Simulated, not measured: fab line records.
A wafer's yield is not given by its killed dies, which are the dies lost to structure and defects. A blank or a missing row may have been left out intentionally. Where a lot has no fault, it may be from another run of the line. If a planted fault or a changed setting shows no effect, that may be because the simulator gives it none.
Chamber matching | flow n5 finfet | N5_PMOS_HMC_CHANNEL_EPI_HM_DEP_34 on pecvd-04: 3 sister chambers
The step deposits SiO2 from TEOS/O2, target thk 36 nm, time 6.9 s. 16 wafers are shown with their chamber, then 8 later ones without.

== WAFERS WITH THEIR CHAMBER ==
wafer  | chamber | throttle valve pct (%) | showerhead plenum p Torr (Torr) | heater power w (W)
L204.2 | 2       | 16.8                   | 8.32                            | 595
L204.3 | 1       | 18.4                   | 8.39                            | 503
L204.6 | 1       | 18.5                   | 8.40                            | 488
L212.3 | 1       | 18.4                   | 8.39                            | 554
L212.4 | 2       | 17.3                   | 8.35                            | 692
L212.5 | 1       | 18.2                   | 8.42                            | 548
L214.1 | 2       | 17.3                   | 8.34                            | 585
L214.4 | 2       | 17.4                   | 8.35                            | 594
L214.5 | 1       | 18.5                   | 8.41                            | 482
L216.1 | 0       | 18.8                   | 8.31                            | 430
L216.2 | 2       | 17.5                   | 8.36                            | 648
L216.5 | 0       | 19.1                   | 8.29                            | 438
L217.3 | 0       | 19.0                   | 8.31                            | 493
L217.4 | 1       | 18.2                   | 8.39                            | 520
L217.6 | 2       | 17.4                   | 8.34                            | 626
L218.1 | 0       | 19.0                   | 8.30                            | 524

SIGNATURES (averages over the wafers above)
reading                  | chamber 0 | chamber 1 | chamber 2 | scatter within a chamber
throttle valve pct       | 18.975    | 18.367    | 17.283    | 0.186
showerhead plenum p Torr | 8.3025    | 8.4000    | 8.3433    | 0.0124
heater power w           | 471.25    | 515.83    | 623.33    | 38.3
Rule: for each reading, subtract the chamber's mean from the wafer's reading, divide by that reading's scatter and square the result; add these up over the readings and take the root, which gives the wafer's distance from the chamber. The wafer belongs to the nearest chamber; if the next one is less than 2 further off, it can't be placed. The scatter is the square root of a quotient: the sum, over the shown wafers, of each reading's squared deviation from its chamber's mean, divided by wafers minus chambers.

== WAFERS WITHOUT THEIR CHAMBER ==
wafer  | throttle valve pct (%) | showerhead plenum p Torr (Torr) | heater power w (W)
L218.4 | 18.9                   | 8.27                            | 510
L218.5 | 18.7                   | 8.38                            | 554
L219.1 | 18.9                   | 8.31                            | 431
L219.4 | 18.3                   | 8.41                            | 461
L219.6 | 17.5                   | 8.33                            | 579
L220.3 | 19.0                   | 8.30                            | 452
L220.5 | 19.0                   | 8.31                            | 448
L220.6 | 17.6                   | 8.36                            | 655

== CHAMBER TAKEN BY EACH ==
wafer  | from the rows above | in truth
L218.4 | 0                   | 0
L218.5 | 1                   | 1
L219.1 | 0                   | 0
L219.4 | 1                   | 1
L219.6 | 2                   | 2
L220.3 | 0                   | 0
L220.5 | 0                   | 0
L220.6 | 2                   | 2
8 of 8 placed correctly. Left unplaced by these rows: 0. Number placed wrongly: 0.
